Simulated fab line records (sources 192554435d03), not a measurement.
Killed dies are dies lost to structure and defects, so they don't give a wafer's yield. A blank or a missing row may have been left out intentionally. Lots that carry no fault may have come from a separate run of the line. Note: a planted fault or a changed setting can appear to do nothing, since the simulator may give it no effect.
Code-filled problem report in 8D (eight disciplines) form | flow n5Finfet | the parts of the form that need people (team, actions taken, sign-off) are left out
Where a reading is given only as a bound, like >300, the bound stands for it, and a mean or a difference that rests on one is marked > or <: the true number lies beyond.

== 1. WHAT WENT WRONG ==
rawDefectCount at N5_BEOL_M15_INSPECT_30 reads a mean of >284 on 6 wafers of 2 lots; wafers without a fault read 2.3 with a standard deviation of 1.5. So: +99 or more standard deviations from the usual mean.
The step: inspects for defects (macro).
First observed at day 15 21:30: wafer L311.1, on defectInspect-01. At this step, 33 wafers from 11 lots have a number in the record. The rule behind "out" and "out of limits": a value lying over 4 standard deviations away from the usual mean. All remaining wafers that have a number are taken as sound.

== 2. WHAT THIS IS AND IS NOT ==
question                    | is                                 | is not
which readings at this step | rawDefectCount                     | -
which lots                  | L311, L314                         | L302, L303, L305, L306, L318, L319, L322, L323, L324
which wafers of those lots  | all that have a number             | -
read on which gauges        | defectInspect-01, defectInspect-02 | -
when                        | from day 15 21:30                  | up to then (12 sound wafers); but 15 sound wafers of L318, L319, L322, L323, L324 came after

== 3. SUSPECTS, AND WHAT RULES EACH OUT ==
Counting: any tool at a process step up to the reading is kept as a suspect provided that every lot that is out went through it and no sound lot did after the first of them.
- ruled out: the gauge at N5_BEOL_M15_INSPECT_30. Those wafers that are out were read across 2 gauges (defectInspect-01, defectInspect-02).
- rieDiel-03 at N5_BEOL_M15_ETCH_59 (etches BARC in N2/H2, target depth 89 nm, overetch 26.7 nm, time 67.9 s): ruled out as a lasting fault. Sound lots L324 ran on it after its first lot that is out, L311 (day 15 20:07).
Left after counting: nothing in the record.

== 4. THE CAUSE (what the simulator had put in) ==
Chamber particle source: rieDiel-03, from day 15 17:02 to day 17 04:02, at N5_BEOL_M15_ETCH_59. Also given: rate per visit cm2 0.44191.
Counting ruled it out, wrongly: the rule takes a fault to strike every lot that its tool runs from its start on, and this one did not.

== 5. THE EFFECT CHAIN, in route order ==
One row per reading whose mean, taken over the struck wafers that have a number, lies over 3 standard deviations from the usual. Scope: only readings with a usual standard deviation given in the record; hours: median across lots of the time from each lot's start at the first step in this table that gives one to its start at this step; sigmas: change in usual standard deviations.
hours | step                    | reading         | usual | on struck wafers | change | sigmas
0     | N5_BEOL_M15_INSPECT_30  | rawDefectCount  | 2.3   | >284             | >+282  | +99 or more
24    | N5_PASSIVATION_PROBE_49 | killed_at_M4_up | 15    | 76               | +61    | +11
24    | N5_PASSIVATION_PROBE_49 | killedOnRim     | 14    | 29               | +15    | +3.5
Here are the process steps it includes:
- N5_PASSIVATION_PROBE_49

== 6. HOW IT WOULD HAVE BEEN CAUGHT EARLIER ==
The first out-of-limits reading at a measuring or inspecting step in this record came at day 15 21:30, 4 hours after the fault's start at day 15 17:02.
An alarm limit of 4 standard deviations would not have fired on the tool readings at N5_BEOL_M15_ETCH_59 for which the record gives a usual standard deviation, since none of them was out on any struck wafer.
